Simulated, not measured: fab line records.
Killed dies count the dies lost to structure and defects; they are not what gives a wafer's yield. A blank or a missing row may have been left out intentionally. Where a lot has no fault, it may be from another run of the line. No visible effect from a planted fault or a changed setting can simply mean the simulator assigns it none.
Matching of chambers -- flow nand-harc -- NHARC_P_M2_DESCUM_14 on rie-diel-12 has 4 sister chambers
The step chemistry O2, time 3 s. 18 wafers are shown with their chamber, then 9 later ones without.

EACH WAFER AND ITS CHAMBER
wafer,chamber,showerhead-plenum-p-Torr (Torr),oes-product-au (a.u.),rf-vpp-V (V)
L081.2,2,1.88,1.014,57.5
L081.3,1,1.99,0.981,57.1
L081.6,2,1.88,1.023,56.8
L080.3,2,1.88,1.005,57.6
L080.4,3,1.84,0.986,57.7
L080.6,0,1.78,0.997,57.1
L085.2,1,1.99,0.986,56.8
L085.4,3,1.84,0.994,56.6
L085.6,0,1.78,0.998,57.3
L089.1,0,1.78,1.009,56.1
L089.3,2,1.87,0.980,56.8
L089.4,3,1.84,0.977,56.9
L090.1,3,1.84,0.986,57.0
L090.3,1,1.99,0.992,58.3
L090.4,3,1.84,0.982,57.9
L091.3,3,1.84,0.985,57.6
L091.5,1,1.99,1.000,59.6
L091.6,0,1.78,1.006,57.2

SIGNATURES (averages over the wafers above)
reading,chamber 0,chamber 1,chamber 2,chamber 3,scatter within a chamber
showerhead-plenum-p-Torr,1.7800,1.9900,1.8775,1.8400,0.00231
oes-product-au,1.00250,0.98975,1.00550,0.98500,0.0103
rf-vpp-V,56.925,57.950,57.175,57.283,0.743
Rule: a wafer lies at a distance from a chamber equal to the root of the sum of squares, over the readings, of (its reading less the chamber's mean, divided by the reading's scatter). If the next closest chamber is less than 2 further off than the closest, the wafer can't be placed; otherwise it belongs to the closest. The scatter: the root of (the sum of the squares of (reading less its chamber's mean) over the shown wafers, divided by (wafers less chambers)).

WAFERS MISSING THEIR CHAMBER
wafer,showerhead-plenum-p-Torr (Torr),oes-product-au (a.u.),rf-vpp-V (V)
L092.1,1.78,1.000,56.8
L092.2,1.99,0.984,57.5
L092.5,1.78,1.006,56.3
L094.1,1.84,0.971,56.7
L094.2,1.99,0.988,58.6
L094.5,1.84,0.981,57.7
L095.1,1.87,0.995,57.9
L095.4,1.84,0.978,57.1
L095.5,1.87,0.997,57.6

THE CHAMBER EACH PASSED THROUGH
wafer,from the rows above,in truth
L092.1,0,0
L092.2,1,1
L092.5,0,0
L094.1,3,3
L094.2,1,1
L094.5,3,3
L095.1,2,2
L095.4,3,3
L095.5,2,2
Correctly placed: 9 of 9. From these rows, 0 cannot be placed. Number placed wrongly: 0.
